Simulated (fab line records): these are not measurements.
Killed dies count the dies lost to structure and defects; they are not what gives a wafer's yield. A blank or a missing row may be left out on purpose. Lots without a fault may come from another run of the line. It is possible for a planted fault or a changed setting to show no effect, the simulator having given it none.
Split-lot study	flow n5Finfet	on a route of 1938 steps: 7 lots, 39 wafers read

## THE SPLIT
At N5_FIN_SAQP_HM_DEP_03 (deposits SiNx from SiH4/NH3/N2, target thk 38 nm, time 33.6 s), the setting timeS was moved away from the recipe's 33.6 s on 18 of the 39 wafers read, by -9.6% to +14.5%. The other wafers ran this setting at the recipe's value.

## FROM THE SPLIT TO THE READING: what the file shows between them, 6 steps
- N5_FIN_SAQP_THK_MEAS_05
- N5_FIN_SAQP_PECVD_47: deposits a-Si from SiH4/He, target thk 45 nm, time 36.3 s
- N5_FIN_SAQP_PECVD_48: deposits SiNx from SiH4/NH3/N2, target thk 25 nm, time 22.1 s
- N5_FIN_SAQP_SPACER2_ALD_28: deposits SiO2, target thk 8.1 nm, pulse time 1 s, purge time 2 s
- N5_FIN_SAQP_SPACER2_ETCHBACK_29: etches SiO2 in CHF3/O2, target depth 12.2 nm, time 6.1 s
- N5_FIN_SAQP_MANDREL2_REMOVE_60: chemistry HBr/Cl2/O2, target a-Si, stops on SiNx, bt time 10 s

## THE READING
etch.depthNm (the simulator's own value, which no gauge read), in nm, at N5_FIN_SAQP_HM_OPEN_33 (chemistry CH3F/O2, target SiNx, target depth 49.4 nm, time 70.6 s). There is no usual value for it anywhere in the file. Average 37.48 nm, standard deviation 0.44 nm, over the 21 wafers here run with the recipe.

wafer	tool, chamber at the split	timeS as run, s	against the recipe	etch.depthNm, nm	against lot-mates on the recipe
L074.1	pecvd-01, 1	33.6	recipe	37.28	-
L074.2	pecvd-01, 2	33.6	recipe	37.15	-
L074.3	pecvd-01, 0	30.88	-8.1%	35.02	-2.35
L074.4	pecvd-01, 1	33.6	recipe	37.68	-
L074.5	pecvd-01, 0	30.88	-8.1%	34.76	-2.61
L074.6	pecvd-01, 2	30.88	-8.1%	34.6	-2.77
L075.1	pecvd-02, 0	33.6	recipe	37.21	-
L075.2	pecvd-02, 2	38.46	+14.5%	42.37	+4.83
L075.3	pecvd-02, 1	38.46	+14.5%	42.72	+5.18
L075.4	pecvd-02, 2	33.6	recipe	38.13	-
L075.5	pecvd-02, 1	33.6	recipe	37.27	-
L075.6	pecvd-02, 0	38.46	+14.5%	43.2	+5.66
L078.4	pecvd-01, 0	33.6	recipe	37.82	-
L078.5	pecvd-01, 2	33.6	recipe	37.74	-
L078.6	pecvd-01, 1	33.6	recipe	38.39	-
L086.1	pecvd-04, 0	33.6	recipe	37.13	-
L086.2	pecvd-04, 1	36.47	+8.5%	39.9	+2.99
L086.3	pecvd-04, 0	33.6	recipe	37.38	-
L086.4	pecvd-04, 1	36.47	+8.5%	40.15	+3.24
L086.5	pecvd-04, 0	36.47	+8.5%	40.87	+3.96
L086.6	pecvd-04, 1	33.6	recipe	36.23	-
L089.1	pecvd-04, 0	35.54	+5.8%	39.19	+1.57
L089.2	pecvd-04, 1	35.54	+5.8%	39.23	+1.61
L089.3	pecvd-04, 0	33.6	recipe	37.75	-
L089.4	pecvd-04, 1	33.6	recipe	37.38	-
L089.5	pecvd-04, 0	35.54	+5.8%	39.74	+2.12
L089.6	pecvd-04, 1	33.6	recipe	37.73	-
L091.1	pecvd-04, 0	33.6	recipe	37.18	-
L091.2	pecvd-04, 1	30.39	-9.6%	33.6	-3.89
L091.3	pecvd-04, 2	30.39	-9.6%	32.91	-4.58
L091.4	pecvd-04, 2	33.6	recipe	37.44	-
L091.5	pecvd-04, 0	30.39	-9.6%	34.75	-2.74
L091.6	pecvd-04, 1	33.6	recipe	37.84	-
L094.1	pecvd-01, 2	33.6	recipe	37.4	-
L094.2	pecvd-01, 1	31.07	-7.5%	34.21	-3.24
L094.3	pecvd-01, 0	33.6	recipe	37.18	-
L094.4	pecvd-01, 1	31.07	-7.5%	34.5	-2.95
L094.5	pecvd-01, 0	33.6	recipe	37.78	-
L094.6	pecvd-01, 2	31.07	-7.5%	34.89	-2.56

FIT RESULTS
A straight line over all 39 wafers: etch.depthNm changes by +0.362 nm for each +1% of timeS; r = +0.98; the points scatter about the line by 0.46 nm.
The same after taking each lot's own level away (the mean of its wafers on the recipe; 39 wafers): +0.365 nm for each +1%; r = +0.98; scatter 0.42 nm.
The reading moves by 5.3 nm for the largest change in timeS, on that fit.
Across the lots, their own levels run from 36.913 to 37.983 nm, a range of 2.5 times the standard deviation given above.
The two slopes are in agreement: the lot-to-lot level therefore moves the slope only a little.
Check: for one of the wafers moved furthest among these (+14.5%), held out of the fit, the line's prediction against its lot-mates is +5.35 nm. It came out at +4.83 nm against them.

## THE WHOLE CHAIN: every reading that the file lists as answering this split, in the file's order
step	what it does	reading	change (the file's fit)	r (the file's)
N5_FIN_SAQP_HM_DEP_03	deposits SiNx from SiH4/NH3/N2, target thk 38 nm, time 33.6 s	SiNx_of_FIN_SAQP_HM_DEP_03.thkNm (the simulator's own value, which no gauge read)	+0.363 nm for each +1% of the setting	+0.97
N5_FIN_SAQP_THK_MEAS_05		thkNm	withheld for each +1% of the setting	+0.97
N5_FIN_SAQP_MANDREL2_REMOVE_60	chemistry HBr/Cl2/O2, target a-Si, stops on SiNx, bt time 10 s	SiNx_of_FIN_SAQP_HM_DEP_03.thkNm (the simulator's own value, which no gauge read)	+0.366 nm for each +1% of the setting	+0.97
N5_FIN_SAQP_HM_OPEN_33	chemistry CH3F/O2, target SiNx, target depth 49.4 nm, time 70.6 s	etchRfOnTimeS	withheld for each +1% of the setting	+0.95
N5_FIN_SAQP_HM_OPEN_33	chemistry CH3F/O2, target SiNx, target depth 49.4 nm, time 70.6 s	etch.depthNm (the simulator's own value, which no gauge read)	+0.365 nm for each +1% of the setting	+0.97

## FILE'S OWN FIT
etch.depthNm changes by +0.365 nm for each +1% of timeS, r = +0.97.
